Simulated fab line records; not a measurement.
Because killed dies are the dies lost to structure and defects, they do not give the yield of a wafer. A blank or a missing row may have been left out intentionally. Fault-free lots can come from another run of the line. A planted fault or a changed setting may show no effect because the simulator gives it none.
The tool behind it: which one? :: flow n5Finfet :: 10 lots, 30 wafers sampled, at 5 steps of a route of 1938

== WHAT THE GAUGES SHOWED, per wafer ==
N5_BEOL_M4_RC_MEAS_101. Usual: DIBL_N 36.3 mV/V, standard deviation 1.9; DIBL_P 36.0 mV/V, standard deviation 2.1; IOFF_N 0.16 nA/um, standard deviation 0.031; IOFF_P 0.21 nA/um, standard deviation 0.035; ION_N 675 uA/um, standard deviation 14; ION_P 464 uA/um, standard deviation 8.5; SS_N 71.5 mV/dec, standard deviation 0.6; SS_P 73.3 mV/dec, standard deviation 0.72; VT_N 250 mV, standard deviation 3.2; VT_P -250 mV, standard deviation 3.1.
lot: L821
measured: day 8 06:11
on: prober-01
DIBL_N (mV/V): 33.5 37.7 34.6
DIBL_P (mV/V): 31.3 36.1 32.5
IOFF_N (nA/um): 0.11 0.17 0.13
IOFF_P (nA/um): 0.14 0.20 0.15
ION_N (uA/um): 649 662 664
ION_P (uA/um): 443 455 452
SS_N (mV/dec): 70.3 72.0 71.9
SS_P (mV/dec): 72.5 73.5 72.4
VT_N (mV): 254 253 253
VT_P (mV): -258 -252 -256
flag: 

lot: L824
measured: day 9 00:40
on: prober-01
DIBL_N (mV/V): 34.9 33.6 33.5
DIBL_P (mV/V): 35.4 34.7 34.3
IOFF_N (nA/um): 0.14 0.13 0.14
IOFF_P (nA/um): 0.21 0.20 0.21
ION_N (uA/um): 667 671 681
ION_P (uA/um): 468 470 480
SS_N (mV/dec): 71.2 71.3 71.0
SS_P (mV/dec): 72.8 72.7 72.3
VT_N (mV): 249 250 249
VT_P (mV): -248 -248 -247
flag: 

lot: L827
measured: day 9 10:14
on: prober-01
DIBL_N (mV/V): 33.6 36.4 35.0
DIBL_P (mV/V): 31.7 35.0 34.1
IOFF_N (nA/um): 0.10 0.14 0.12
IOFF_P (nA/um): 0.16 0.21 0.20
ION_N (uA/um): 667 675 663
ION_P (uA/um): 464 462 462
SS_N (mV/dec): 70.8 72.4 70.9
SS_P (mV/dec): 71.8 72.9 72.1
VT_N (mV): 257 252 255
VT_P (mV): -254 -248 -249
flag: 

lot: L829
measured: day 9 22:16
on: prober-01
DIBL_N (mV/V): 35.1 34.2 34.3
DIBL_P (mV/V): 35.4 34.7 32.9
IOFF_N (nA/um): 0.14 0.13 0.11
IOFF_P (nA/um): 0.20 0.19 0.15
ION_N (uA/um): 681 668 656
ION_P (uA/um): 474 459 449
SS_N (mV/dec): 71.3 71.3 71.3
SS_P (mV/dec): 72.9 73.1 72.6
VT_N (mV): 250 254 259
VT_P (mV): -250 -251 -254
flag: 

lot: L838
measured: day 14 09:01
on: prober-01
DIBL_N (mV/V): 36.4 36.8 36.2
DIBL_P (mV/V): 36.4 38.3 37.6
IOFF_N (nA/um): 0.18 0.19 0.18
IOFF_P (nA/um): 0.21 0.24 0.25
ION_N (uA/um): 668 685 681
ION_P (uA/um): 460 466 469
SS_N (mV/dec): 72.1 71.9 71.6
SS_P (mV/dec): 73.0 74.0 74.3
VT_N (mV): 249 247 246
VT_P (mV): -249 -248 -246
flag: 

lot: L839
measured: day 13 01:41
on: prober-01
DIBL_N (mV/V): 35.2 35.7 37.2
DIBL_P (mV/V): 36.5 36.8 39.7
IOFF_N (nA/um): 0.14 0.16 0.19
IOFF_P (nA/um): 0.17 0.18 0.22
ION_N (uA/um): 678 681 698
ION_P (uA/um): 458 457 471
SS_N (mV/dec): 70.4 71.7 72.5
SS_P (mV/dec): 72.9 73.2 73.5
VT_N (mV): 248 248 246
VT_P (mV): -257 -254 -250
flag: 

lot: L842
measured: day 15 04:40
on: prober-01
DIBL_N (mV/V): 36.2 36.5 36.9
DIBL_P (mV/V): 36.7 36.7 37.3
IOFF_N (nA/um): 0.15 0.15 0.16
IOFF_P (nA/um): 0.21 0.21 0.21
ION_N (uA/um): 668 668 665
ION_P (uA/um): 460 458 457
SS_N (mV/dec): 71.1 70.7 71.4
SS_P (mV/dec): 73.1 73.2 74.1
VT_N (mV): 250 251 251
VT_P (mV): -249 -248 -250
flag: 

== WHICH TOOL RAN EACH LOT (tool, then ch and the chambers of the sampled wafers, then the start) ==
lot: L821
N5_MOL_CONTACT_COAG_DESCUM_13: rieDiel-04 ch 2,3, day 5 03:07
N5_MOL_CONTACT_COAG_PRE_CLEAN_141: pvdSputter-01, day 5 06:47
N5_MOL_CONTACT_COAG_WET_ETCH_116: wetBench-03 ch 0,2,4, day 5 09:58
N5_MOL_CONTACT_COAG_ALD_27: aldSin-04 ch 1,2,3, day 5 11:11

lot: L824
N5_MOL_CONTACT_COAG_DESCUM_13: rieDiel-03 ch 0,2,3, day 6 00:20
N5_MOL_CONTACT_COAG_PRE_CLEAN_141: pvdSputter-02, day 6 03:39
N5_MOL_CONTACT_COAG_WET_ETCH_116: wetBench-05 ch 1,3,6, day 6 08:07
N5_MOL_CONTACT_COAG_ALD_27: aldSin-02 ch 1,2, day 6 08:28

lot: L827
N5_MOL_CONTACT_COAG_DESCUM_13: rieDiel-02 ch 2,3, day 6 14:42
N5_MOL_CONTACT_COAG_PRE_CLEAN_141: pvdSputter-03, day 6 16:50
N5_MOL_CONTACT_COAG_WET_ETCH_116: wetBench-05 ch 3,4,5, day 6 19:58
N5_MOL_CONTACT_COAG_ALD_27: aldSin-01 ch 0,2,3, day 6 20:19

lot: L829
N5_MOL_CONTACT_COAG_DESCUM_13: rieDiel-03 ch 0,1,3, day 7 03:06
N5_MOL_CONTACT_COAG_PRE_CLEAN_141: pvdSputter-01, day 7 05:59
N5_MOL_CONTACT_COAG_WET_ETCH_116: wetBench-03 ch 0,1,4, day 7 08:35
N5_MOL_CONTACT_COAG_ALD_27: aldSin-01 ch 0,1,2, day 7 08:54

lot: L834
N5_MOL_CONTACT_COAG_DESCUM_13: rieDiel-02 ch 0,2, day 8 13:23
N5_MOL_CONTACT_COAG_PRE_CLEAN_141: pvdSputter-02, day 8 17:05
N5_MOL_CONTACT_COAG_WET_ETCH_116: wetBench-06 ch 0,2,5, day 8 21:02
N5_MOL_CONTACT_COAG_ALD_27: aldSin-01 ch 0,2,3, day 8 21:22

lot: L835
N5_MOL_CONTACT_COAG_DESCUM_13: rieDiel-03 ch 0,2,3, day 8 20:46
N5_MOL_CONTACT_COAG_PRE_CLEAN_141: pvdSputter-01, day 8 23:47
N5_MOL_CONTACT_COAG_WET_ETCH_116: wetBench-03 ch 0,2,3, day 9 02:22
N5_MOL_CONTACT_COAG_ALD_27: aldSin-01 ch 1,2, day 9 02:41

lot: L836
N5_MOL_CONTACT_COAG_DESCUM_13: rieDiel-03 ch 0,1,2, day 9 05:29
N5_MOL_CONTACT_COAG_PRE_CLEAN_141: pvdSputter-03, day 9 08:49
N5_MOL_CONTACT_COAG_WET_ETCH_116: wetBench-06 ch 0,1,2, day 9 11:37
N5_MOL_CONTACT_COAG_ALD_27: aldSin-04 ch 0,1,3, day 9 11:56

lot: L838
N5_MOL_CONTACT_COAG_DESCUM_13: rieDiel-03 ch 0,3, day 9 14:02
N5_MOL_CONTACT_COAG_PRE_CLEAN_141: pvdSputter-02, day 9 16:36
N5_MOL_CONTACT_COAG_WET_ETCH_116: wetBench-05 ch 0,4,5, day 9 19:58
N5_MOL_CONTACT_COAG_ALD_27: aldSin-04 ch 0,3, day 9 20:17

lot: L839
N5_MOL_CONTACT_COAG_DESCUM_13: rieDiel-04 ch 1,2,3, day 9 21:00
N5_MOL_CONTACT_COAG_PRE_CLEAN_141: pvdSputter-01, day 9 22:50
N5_MOL_CONTACT_COAG_WET_ETCH_116: wetBench-05 ch 0,1,5, day 10 01:47
N5_MOL_CONTACT_COAG_ALD_27: aldSin-01 ch 0,1,2, day 10 02:23

lot: L842
N5_MOL_CONTACT_COAG_DESCUM_13: rieDiel-02 ch 2,3, day 10 21:20
N5_MOL_CONTACT_COAG_PRE_CLEAN_141: pvdSputter-02, day 10 22:53
N5_MOL_CONTACT_COAG_WET_ETCH_116: wetBench-05 ch 0,4,7, day 11 01:25
N5_MOL_CONTACT_COAG_ALD_27: aldSin-02 ch 0,2,3, day 11 02:04
- N5_MOL_CONTACT_COAG_DESCUM_13: chemistry O2, time 7 s.
- N5_MOL_CONTACT_COAG_PRE_CLEAN_141: time 60 s.
- N5_MOL_CONTACT_COAG_WET_ETCH_116: etches the open film in SC1-inhibited, target depth 4.6 nm, rinse time 30 s.
- N5_MOL_CONTACT_COAG_ALD_27: deposits SiOC, target thk 17 nm, pulse time 1.5 s, time 2720 s.

== WHAT THE TOOLS THEMSELVES READ (means of the sampled wafers that have a number; where no wafer has one, the mark that the record gives instead) ==
N5_MOL_CONTACT_COAG_DESCUM_13. Usual: drypumpMotorCurrentA 5.8 A, standard deviation 0.44; oesProductAu 0.81 a.u., standard deviation 0.085; rfVppV 243.4 V, standard deviation 1.5; showerheadPlenumPTorr 2.10 Torr, standard deviation 0.086; throttleValvePct 20.40 %, standard deviation 0.21.
lot: L821
tool: rieDiel-04
drypumpMotorCurrentA (A): 6.0
oesProductAu (a.u.): 0.79
rfVppV (V): 241.7
showerheadPlenumPTorr (Torr): 2.01
throttleValvePct (%): 20.59
flag: 

lot: L824
tool: rieDiel-03
drypumpMotorCurrentA (A): 5.4
oesProductAu (a.u.): 0.77
rfVppV (V): 242.8
showerheadPlenumPTorr (Torr): 2.10
throttleValvePct (%): 20.33
flag: 

lot: L827
tool: rieDiel-02
drypumpMotorCurrentA (A): 6.3
oesProductAu (a.u.): 0.89
rfVppV (V): 243.7
showerheadPlenumPTorr (Torr): 2.15
throttleValvePct (%): 20.33
flag: 

lot: L829
tool: rieDiel-03
drypumpMotorCurrentA (A): 5.7
oesProductAu (a.u.): 0.82
rfVppV (V): 243.8
showerheadPlenumPTorr (Torr): 2.11
throttleValvePct (%): 20.42
flag: 

lot: L834
tool: rieDiel-02
drypumpMotorCurrentA (A): 6.1
oesProductAu (a.u.): 0.77
rfVppV (V): 243.1
showerheadPlenumPTorr (Torr): 2.13
throttleValvePct (%): 20.40
flag: 

lot: L835
tool: rieDiel-03
drypumpMotorCurrentA (A): 5.4
oesProductAu (a.u.): 0.75
rfVppV (V): 242.8
showerheadPlenumPTorr (Torr): 2.09
throttleValvePct (%): 20.38
flag: 

lot: L836
tool: rieDiel-03
drypumpMotorCurrentA (A): 5.6
oesProductAu (a.u.): 0.75
rfVppV (V): 242.7
showerheadPlenumPTorr (Torr): 2.05
throttleValvePct (%): 20.54
flag: 

lot: L838
tool: rieDiel-03
drypumpMotorCurrentA (A): 5.5
oesProductAu (a.u.): 0.78
rfVppV (V): 243.7
showerheadPlenumPTorr (Torr): 2.13
throttleValvePct (%): 20.32
flag: 

lot: L839
tool: rieDiel-04
drypumpMotorCurrentA (A): 6.0
oesProductAu (a.u.): 0.81
rfVppV (V): 242.9
showerheadPlenumPTorr (Torr): 2.05
throttleValvePct (%): 20.45
flag: 

lot: L842
tool: rieDiel-02
drypumpMotorCurrentA (A): 6.1
oesProductAu (a.u.): 0.81
rfVppV (V): 244.6
showerheadPlenumPTorr (Torr): 2.16
throttleValvePct (%): 20.37
flag: 

N5_MOL_CONTACT_COAG_PRE_CLEAN_141. Usual: heaterPowerW 466 W, standard deviation 27.
lot: L821
tool: pvdSputter-01
heaterPowerW (W): 427
flag: 

lot: L824
tool: pvdSputter-02
heaterPowerW (W): 436
flag: 

lot: L827
tool: pvdSputter-03
heaterPowerW (W): 499
flag: 

lot: L829
tool: pvdSputter-01
heaterPowerW (W): 462
flag: 

lot: L834
tool: pvdSputter-02
heaterPowerW (W): 465
flag: 

lot: L835
tool: pvdSputter-01
heaterPowerW (W): 459
flag: 

lot: L836
tool: pvdSputter-03
heaterPowerW (W): 502
flag: 

lot: L838
tool: pvdSputter-02
heaterPowerW (W): 452
flag: 

lot: L839
tool: pvdSputter-01
heaterPowerW (W): 446
flag: 

lot: L842
tool: pvdSputter-02
heaterPowerW (W): 469
flag: 

N5_MOL_CONTACT_COAG_WET_ETCH_116. Usual: rinseTempC 23.00 C, standard deviation 0.11.
lot: L821
tool: wetBench-03
rinseTempC (C): 22.95
flag: 

lot: L824
tool: wetBench-05
rinseTempC (C): 23.06
flag: 

lot: L827
tool: wetBench-05
rinseTempC (C): 22.95
flag: 

lot: L829
tool: wetBench-03
rinseTempC (C): 23.04
flag: 

lot: L834
tool: wetBench-06
rinseTempC (C): -
flag: OFF

lot: L835
tool: wetBench-03
rinseTempC (C): -
flag: OFF

lot: L836
tool: wetBench-06
rinseTempC (C): -
flag: OFF

lot: L838
tool: wetBench-05
rinseTempC (C): 23.04
flag: 

lot: L839
tool: wetBench-05
rinseTempC (C): 23.03
flag: 

lot: L842
tool: wetBench-05
rinseTempC (C): 23.04
flag: 

N5_MOL_CONTACT_COAG_ALD_27. Usual: heaterPowerW 859 W, standard deviation 72; precursorPulseHeightRel 0.999, standard deviation 0.019.
lot: L821
tool: aldSin-04
heaterPowerW (W): 902
precursorPulseHeightRel: 1.009
flag: 

lot: L824
tool: aldSin-02
heaterPowerW (W): 833
precursorPulseHeightRel: 1.008
flag: 

lot: L827
tool: aldSin-01
heaterPowerW (W): 871
precursorPulseHeightRel: 1.003
flag: 

lot: L829
tool: aldSin-01
heaterPowerW (W): 850
precursorPulseHeightRel: 1.009
flag: 

lot: L834
tool: aldSin-01
heaterPowerW (W): 891
precursorPulseHeightRel: 0.978
flag: 

lot: L835
tool: aldSin-01
heaterPowerW (W): 816
precursorPulseHeightRel: 0.996
flag: 

lot: L836
tool: aldSin-04
heaterPowerW (W): 841
precursorPulseHeightRel: 1.009
flag: 

lot: L838
tool: aldSin-04
heaterPowerW (W): 887
precursorPulseHeightRel: 1.001
flag: 

lot: L839
tool: aldSin-01
heaterPowerW (W): 856
precursorPulseHeightRel: 1.004
flag: 

lot: L842
tool: aldSin-02
heaterPowerW (W): 838
precursorPulseHeightRel: 1.001
flag: 

== THE ANSWER, worked out from the rows above alone ==
Rule: lot off if the mean of its wafers having a number is beyond 3 standard deviations from the usual mean. Also off: a lot with no number at a reading for which 4 or more lots have one. Where the step has rows for the other lots, those lots are counted as sound. First the gauges in route order, then the tools' own readings, where a lot's mean is used as printed above. At the first step where some lot is off, the reading lying furthest off is the one used; lots without a number count as furthest.
Off: L834, L835, L836 (N5_MOL_CONTACT_COAG_WET_ETCH_116, rinseTempC). Without a number there: L834, L835, L836.
A tool fits if, at that step or a process step before it, it ran every lot that is off, and no sound lot after the first of them. None of those tried fits.

== WHAT THE SIMULATOR HAD INSERTED ==
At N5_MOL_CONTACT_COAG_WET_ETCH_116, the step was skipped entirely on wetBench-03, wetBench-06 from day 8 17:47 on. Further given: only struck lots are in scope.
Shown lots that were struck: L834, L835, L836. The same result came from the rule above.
